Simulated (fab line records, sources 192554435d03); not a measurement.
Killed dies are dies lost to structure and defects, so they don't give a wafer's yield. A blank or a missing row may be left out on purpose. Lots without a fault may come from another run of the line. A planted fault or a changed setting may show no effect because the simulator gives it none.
One fault seen from 2 desks | flow n5_finfet | each desk has only its own numbers; what lay behind them comes last

THE TOOL OWNER'S DESK: pecvd-04
The tool's own readings at N5_BEOL_M0_DEP_125 (deposits SiCN from 3MS/NH3, target thk 8 nm, time 14 s): means of the sampled wafers that have a number, for each lot that ran on this tool. A lot is out of limits, marked OUT, if its mean lies more than 4 standard deviations from the usual mean; the brackets give that distance.
Columns: A = showerhead_plenum_p_Torr at N5_BEOL_M0_DEP_125, usual 3.668 Torr; B = throttle_valve_pct at N5_BEOL_M0_DEP_125, usual 9.0 %
lot  | first seen here | A     | B
L141 | day 6 20:38     | 3.677 | 8.7
L153 | day 9 10:25     | 3.673 | 9.1
L157 | day 10 06:58    | 3.672 | 8.5
L156 | day 10 07:33    | 3.659 | 9.1
This desk's finding: nothing out of limits on any of the 4 lots.

THE METROLOGY DESK
What the gauges read, lot by lot, whatever tool the lot ran on: means of the sampled wafers that have a number. A lot is out of limits, marked OUT, if its mean lies more than 4 standard deviations from the usual mean; the brackets give that distance. Of its 10 readings 7 are shown: those that lie furthest out on some lot.
Columns: A = DIBL_N at N5_BEOL_M4_RC_MEAS_101, usual 35.8 mV/V; B = DIBL_P at N5_BEOL_M4_RC_MEAS_101, usual 36.0 mV/V; C = IOFF_N at N5_BEOL_M4_RC_MEAS_101, usual 0.153 nA/um; D = IOFF_P at N5_BEOL_M4_RC_MEAS_101, usual 0.21 nA/um; E = ION_N at N5_BEOL_M4_RC_MEAS_101, usual 673 uA/um; F = ION_P at N5_BEOL_M4_RC_MEAS_101, usual 462 uA/um; G = VT_P at N5_BEOL_M4_RC_MEAS_101, usual -250 mV
lot  | first seen here | A    | B    | C     | D    | E   | F   | G
L141 | day 9 00:07     | 36.8 | 39.7 | 0.178 | 0.30 | 678 | 472 | -242
L153 | day 11 09:31    | 36.7 | 38.0 | 0.170 | 0.24 | 676 | 474 | -247
L157 | day 12 11:14    | 35.2 | 33.3 | 0.123 | 0.15 | 662 | 454 | -256
L156 | day 12 12:21    | 33.0 | 33.5 | 0.112 | 0.16 | 652 | 450 | -256
L160 | day 13 14:43    | 38.8 | 39.4 | 0.182 | 0.24 | 672 | 463 | -248
This desk's finding: nothing out of limits on any of the 5 lots.

PUT TOGETHER
The tool owner's desk saw nothing out of limits.
The metrology desk saw nothing out of limits.

WHAT THE SIMULATOR HAD PUT IN
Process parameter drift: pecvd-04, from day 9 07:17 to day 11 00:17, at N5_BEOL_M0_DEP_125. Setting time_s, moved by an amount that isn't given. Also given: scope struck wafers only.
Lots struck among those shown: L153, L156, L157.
